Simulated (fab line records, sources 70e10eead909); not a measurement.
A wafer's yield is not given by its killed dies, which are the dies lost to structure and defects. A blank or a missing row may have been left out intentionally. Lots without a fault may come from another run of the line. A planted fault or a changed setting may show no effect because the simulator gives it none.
Struck lot and sound lot, side by side -- flow nand-harc -- 15 steps out of a route of 1159
Sound: the wafers L367.3, L367.4, L367.5. Struck: wafer L375.3 (left out: L375.2, a lot-mate that was not struck); the cause follows at the end.
Per side, at each step with rows, come the tool, then ch with its chambers, and then its first start. Under that, the readings that differ: sound wafers -- struck wafers -- difference of the means -- sigmas: that difference in standard deviations of wafers without a fault.
alike: readings whose means differ by less than 2 such deviations, and words and numbers that are the same on both sides. not compared: withheld readings, readings that some wafer has no value for, bounds like >300 that may hide the same value, and numbers for which the record gives no deviation and whose values overlap.
A row with sigmas, a row that says differs or no value, or rows on one side alone: a step with any of these is where the two part. Numbers that have no deviation but don't overlap get no sigmas and don't part them. A reading missing from all wafers of one side parts the sides only when that side holds two or more wafers.

first, 1 step without rows for these wafers: NHARC_A_ONON_D1_DEP_00 (target thk 1000 nm).
NHARC_A_ONON_D1_THK_MEAS_02: measures by ellipsometry.
  sound on film-metro-01, day 8 08:55; struck on film-metro-01, day 9 19:19
  alike: thk-nm
then NHARC_A_ONON_D1_DEP_03 (target thk 1000 nm), 1 step lacking rows for these wafers.
NHARC_A_ONON_D1_THK_MEAS_05: measures by ellipsometry.
  sound on film-metro-02, day 8 09:29; struck on film-metro-02, day 9 19:56
  alike: thk-nm
then NHARC_A_ONON_D1_DEP_06 (target thk 1000 nm), 1 step lacking rows for these wafers.
NHARC_A_ONON_D1_THK_MEAS_08: measures by ellipsometry.
  sound on film-metro-02, day 8 10:05; struck on film-metro-01, day 9 20:31
reading,sound,struck,difference,sigmas
thk-nm (nm),989 989 991,1014,+24,+3
then NHARC_A_ONON_D1_DEP_09 (target thk 1000 nm), 1 step lacking rows for these wafers.
NHARC_A_ONON_D1_THK_MEAS_11: measures by ellipsometry.
  sound on film-metro-01, day 8 10:38; struck on film-metro-01, day 9 21:05
  alike: thk-nm
then NHARC_A_ONON_D1_DEP_12 (target thk 1000 nm), 1 step lacking rows for these wafers.
NHARC_A_ONON_D1_THK_MEAS_14: measures by ellipsometry.
  sound on film-metro-01, day 8 11:13; struck on film-metro-01, day 9 21:38
reading,sound,struck,difference,sigmas
thk-nm (nm),980 980 978,1016,+37,+3
then, 1 step without rows for these wafers: NHARC_A_ONON_D1_ANNEAL_15 (time 3600 s).
NHARC_A_ONON_D1_DEP_16: target thk 1000 nm.
  sound on pecvd-onon-04 ch 0, day 8 17:54; struck on pecvd-onon-03 ch 0, day 10 07:23
  alike: sih4-flow-sccm
NHARC_A_ONON_D1_THK_MEAS_18: measures by ellipsometry.
  sound on film-metro-02, day 8 18:17; struck on film-metro-02, day 10 07:50
reading,sound,struck,difference,sigmas
thk-nm (nm),1008 1006 1008,614,-393,-36
then NHARC_A_ONON_D1_DEP_19 (target thk 1000 nm), 1 step lacking rows for these wafers.
-- jump in the record: it breaks off in module A_ONON_D1 and resumes in module END (first step shown: number 1159 of the route), and 11 days separate the struck wafers' starts before and after --
NHARC_END_SORT_01:
  only the struck wafers appear in the record here, on prober-01 ch 0 at day 21 11:38; the sound ones have no rows

## WHERE THEY PART
First at NHARC_A_ONON_D1_THK_MEAS_08; last, within this record, at NHARC_END_SORT_01.

WHY: whatever the simulator had introduced
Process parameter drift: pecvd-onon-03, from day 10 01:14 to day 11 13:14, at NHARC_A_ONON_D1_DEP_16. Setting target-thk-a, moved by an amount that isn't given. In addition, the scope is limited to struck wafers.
